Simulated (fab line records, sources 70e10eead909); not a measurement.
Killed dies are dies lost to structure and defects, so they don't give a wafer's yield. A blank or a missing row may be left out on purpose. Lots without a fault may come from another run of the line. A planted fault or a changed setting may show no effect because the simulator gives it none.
Chamber matching | flow nand_harc | NHARC_P_M2_DEP_33 on pecvd-02: 3 sister chambers
The step deposits SiCN, target thk 30 nm. 3 wafers are shown with their chamber, then 9 later ones without.

WAFERS WITH THEIR CHAMBER
wafer  | chamber | heater_power_w (W)
L088.1 | 2       | 593
L088.3 | 1       | 605
L088.5 | 0       | 467

WAFERS WITHOUT THEIR CHAMBER
wafer  | heater_power_w (W)
L092.4 | 567
L092.5 | 395
L092.6 | 624
L094.1 | 488
L094.2 | 500
L094.3 | 517
L096.2 | 461
L096.3 | 531
L096.4 | 471

WHICH CHAMBER EACH WENT THROUGH
wafer  | from the rows above          | in truth
L092.4 | can't be placed: 2 or 1 or 0 | 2
L092.5 | 0                            | 0
L092.6 | can't be placed: 1 or 2      | 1
L094.1 | 0                            | 0
L094.2 | can't be placed: 0 or 2 or 1 | 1
L094.3 | can't be placed: 0 or 2 or 1 | 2
L096.2 | 0                            | 0
L096.3 | can't be placed: 2 or 0 or 1 | 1
L096.4 | 0                            | 0
Placed correctly: 4 of 9. Can't be placed from these rows: 5 (the true chamber is among the candidates in 5). Placed wrongly: 0.
How it was worked out, from the rows above alone: a wafer's distance from a chamber is the root of the sum, over the readings, of the square of ((its reading less the chamber's mean) divided by the reading's scatter). The wafer belongs to the nearest chamber; if the next one is less than 2 further off, it can't be placed. A chamber's mean is the mean of its shown wafers. The scatter: with one shown wafer a chamber, the root of the mean of the squares of how far each hidden wafer lies from its nearest shown one.
